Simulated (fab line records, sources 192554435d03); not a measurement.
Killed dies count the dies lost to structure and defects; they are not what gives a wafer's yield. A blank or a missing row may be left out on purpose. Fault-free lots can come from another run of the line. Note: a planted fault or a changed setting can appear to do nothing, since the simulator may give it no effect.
Matching of chambers + flow n5 finfet + N5_BEOL_M7_ALD_77 on ald metal-04 has 4 sister chambers
The step deposits TaN, target thk 2 nm, pulse time 2 s, purge time 3 s. 20 wafers are shown with their chamber, then 10 later ones without.

## EACH WAFER AND ITS CHAMBER
| wafer  | chamber | heater power w (W) |
|--------|---------|--------------------|
| L076.1 | 0       | 377                |
| L076.4 | 3       | 407                |
| L076.6 | 2       | 376                |
| L077.2 | 1       | 422                |
| L077.5 | 2       | 371                |
| L077.6 | 3       | 401                |
| L078.1 | 0       | 374                |
| L078.3 | 1       | 420                |
| L078.5 | 0       | 380                |
| L080.1 | 3       | 404                |
| L080.3 | 2       | 369                |
| L080.4 | 1       | 419                |
| L083.1 | 0       | 380                |
| L083.5 | 0       | 377                |
| L083.6 | 1       | 416                |
| L084.3 | 1       | 415                |
| L084.4 | 2       | 377                |
| L084.5 | 0       | 383                |
| L085.1 | 1       | 420                |
| L085.4 | 0       | 382                |

SIGNATURES (means of the wafers above)
| reading        | chamber 0 | chamber 1 | chamber 2 | chamber 3 | scatter within a chamber |
|----------------|-----------|-----------|-----------|-----------|--------------------------|
| heater power w | 379.00    | 418.67    | 373.25    | 404.00    | 3.14                     |
Rule: a wafer's distance from a chamber is the root of the sum, over the readings, of the square of ((its reading less the chamber's mean) divided by the reading's scatter). If the next closest chamber is less than 2 further off than the closest, the wafer can't be placed; otherwise it belongs to the closest. How the scatter is found: for the shown wafers, subtract from each reading the mean of its chamber, square and add these, divide the total by (wafers less chambers), then take the root.

## WAFERS WITH NO CHAMBER GIVEN
| wafer  | heater power w (W) |
|--------|--------------------|
| L085.5 | 409                |
| L087.3 | 372                |
| L087.4 | 377                |
| L087.6 | 360                |
| L090.3 | 399                |
| L090.4 | 381                |
| L090.6 | 415                |
| L095.1 | 385                |
| L095.3 | 415                |
| L095.4 | 375                |

## WHICH CHAMBER EACH ONE RAN IN
| wafer  | from the rows above     | in truth                   |
|--------|-------------------------|----------------------------|
| L085.5 | can't be placed: 3 or 1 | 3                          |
| L087.3 | can't be placed: 2 or 0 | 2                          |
| L087.4 | can't be placed: 0 or 2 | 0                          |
| L087.6 | can't be placed: 2 or 0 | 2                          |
| L090.3 | 3                       | 3                          |
| L090.4 | can't be placed: 0 or 2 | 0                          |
| L090.6 | 1                       | 1                          |
| L095.1 | can't be placed: 0 or 2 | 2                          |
| L095.3 | 1                       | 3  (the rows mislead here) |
| L095.4 | can't be placed: 2 or 0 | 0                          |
Placed correctly: 2 of 10. From these rows, 7 cannot be placed; in 7 the true chamber is one of the candidates. 1 placed wrongly.
